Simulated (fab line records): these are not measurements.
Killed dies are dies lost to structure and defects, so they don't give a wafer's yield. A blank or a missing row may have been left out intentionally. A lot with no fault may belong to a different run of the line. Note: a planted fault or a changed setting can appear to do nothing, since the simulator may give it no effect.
Split-lot experiment -- flow n5Finfet -- 7 lots, 39 wafers read, on a route of 1938 steps

== ABOUT THE SPLIT ==
At N5_SD_EPI_P_SD_RECESS_17 (chemistry HBr/Cl2/O2, target depth 39.1 nm, bt time 3 s), the setting targetDepthA was moved away from the recipe's 391 angstrom on 12 of the 39 wafers read, by -9.4% to +5.1%. All remaining wafers had this setting at the recipe value.

The split's own step is where the reading is taken.

== THE READING ==
etch.depthNm (the simulator's own value, which no gauge read), in nm, at N5_SD_EPI_P_SD_RECESS_17 (chemistry HBr/Cl2/O2, target depth 39.1 nm, bt time 3 s). No usual value for it is given in the file. Average 39.11 nm, standard deviation 0.58 nm, over the 27 wafers here run with the recipe.

wafer,"tool, chamber at the split","targetDepthA as run, angstrom",against the recipe,"etch.depthNm, nm",against lot-mates on the recipe
L083.1,"rieSi-04, 1",391,recipe,39.07,-
L083.2,"rieSi-04, 3",363.3,-7.1%,35.99,-3.24
L083.3,"rieSi-04, 0",363.3,-7.1%,36.1,-3.13
L083.4,"rieSi-04, 2",391,recipe,39.36,-
L083.5,"rieSi-04, 3",363.3,-7.1%,35.94,-3.29
L083.6,"rieSi-04, 2",391,recipe,39.27,-
L084.1,"rieSi-03, 1",391,recipe,38.35,-
L084.2,"rieSi-03, 0",391,recipe,38.24,-
L084.3,"rieSi-03, 3",410.8,+5.1%,40.09,+1.66
L084.4,"rieSi-03, 2",410.8,+5.1%,42.94,+4.51
L084.5,"rieSi-03, 1",391,recipe,38.69,-
L084.6,"rieSi-03, 0",410.8,+5.1%,40.3,+1.87
L087.1,"rieSi-03, 1",391,recipe,39.2,-
L087.2,"rieSi-03, 3,0",391,recipe,38.68,-
L087.6,"rieSi-03, 3,0",391,recipe,38.68,-
L087.3,"rieSi-03, 0",391,recipe,38.86,-
L087.4,"rieSi-03, 2",391,recipe,40.89,-
L087.5,"rieSi-03, 3",391,recipe,38.46,-
L088.1,"rieSi-03, 0",380.9,-2.6%,37.46,-1.74
L088.2,"rieSi-03, 1",391,recipe,38.71,-
L088.3,"rieSi-03, 2",391,recipe,40.4,-
L088.4,"rieSi-03, 3",380.9,-2.6%,37.17,-2.03
L088.5,"rieSi-03, 1",380.9,-2.6%,37.87,-1.33
L088.6,"rieSi-03, 0",391,recipe,38.5,-
L089.1,"rieSi-01, 1",391,recipe,38.79,-
L089.2,"rieSi-01, 0",391,recipe,39.26,-
L089.3,"rieSi-01, 3",391,recipe,39.21,-
L089.4,"rieSi-01, 2",391,recipe,39.66,-
L089.5,"rieSi-01, 2",391,recipe,39.5,-
L089.6,"rieSi-01, 3",391,recipe,39.2,-
L095.1,"rieSi-01, 0",391,recipe,39.39,-
L095.2,"rieSi-01, 1",391,recipe,38.65,-
L095.3,"rieSi-01, 2",391,recipe,39.59,-
L095.4,"rieSi-01, 3",354.4,-9.4%,35.64,-3.57
L095.5,"rieSi-01, 3",354.4,-9.4%,35.65,-3.56
L095.6,"rieSi-01, 0",354.4,-9.4%,35.52,-3.69
L097.1,"rieSi-04, 3",391,recipe,39.03,-
L097.3,"rieSi-04, 0",391,recipe,39.11,-
L097.6,"rieSi-04, 2",391,recipe,39.33,-
When a row names more than one chamber, that row covers several wafers, and the file does not tell which wafer ran in which chamber.

THE FIT
A straight line over all 39 wafers: etch.depthNm changes by +0.402 nm for each +1% of targetDepthA; r = +0.91; the points scatter about the line by 0.65 nm.
The same after taking each lot's own level away (the mean of its wafers on the recipe; 39 wafers): +0.44 nm for each +1%; r = +0.93; scatter 0.64 nm.
On that fit, the largest move of targetDepthA shifts the reading by 4.1 nm.
The span of the lots' own levels, 38.427 to 39.270 nm, comes to 1.5 times the standard deviation stated above.
The two slopes agree, so the slope changes little with the lot-to-lot level.
Check: for one of the wafers moved furthest among these (-9.4%), held out of the fit, the line's prediction against its lot-mates is -4.21 nm. Against them it came out at -3.57 nm.

== OTHER SPLITS APPLIED TO THESE WAFERS ==
Note: prior to the reading, these wafers also went through further splits. Each is held against what the fit with the lots' levels taken away leaves over:
other split on the same wafers,wafers away from the commonest value,r with etch.depthNm (lot level and that fit taken away)
N5_WELL_APT_IMPLANT_15 energyKev,9,+0.04
N5_FIN_SAQP_HM_DEP_72 timeS,12,+0.08
N5_FIN_SAQP_SPACER1_ALD_24 aldCycles,12,+0.06
N5_SD_EPI_N_LINER_46 targetThkA,15,-0.09

== THE WHOLE CHAIN: every reading that the file lists as answering this split, in the file's order ==
step,what it does,reading,change (the file's fit),r (the file's)
N5_SD_EPI_P_SD_RECESS_17,"chemistry HBr/Cl2/O2, target depth 39.1 nm, bt time 3 s","SD_EPI_P.featureDepthNm (the simulator's own value, which no gauge read)",+0.439 nm for each +1% of the setting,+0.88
N5_SD_EPI_P_SD_RECESS_17,"chemistry HBr/Cl2/O2, target depth 39.1 nm, bt time 3 s","etch.depthNm (the simulator's own value, which no gauge read)",+0.439 nm for each +1% of the setting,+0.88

== FILE'S OWN FIT ==
etch.depthNm changes by +0.439 nm for each +1% of targetDepthA, r = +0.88.
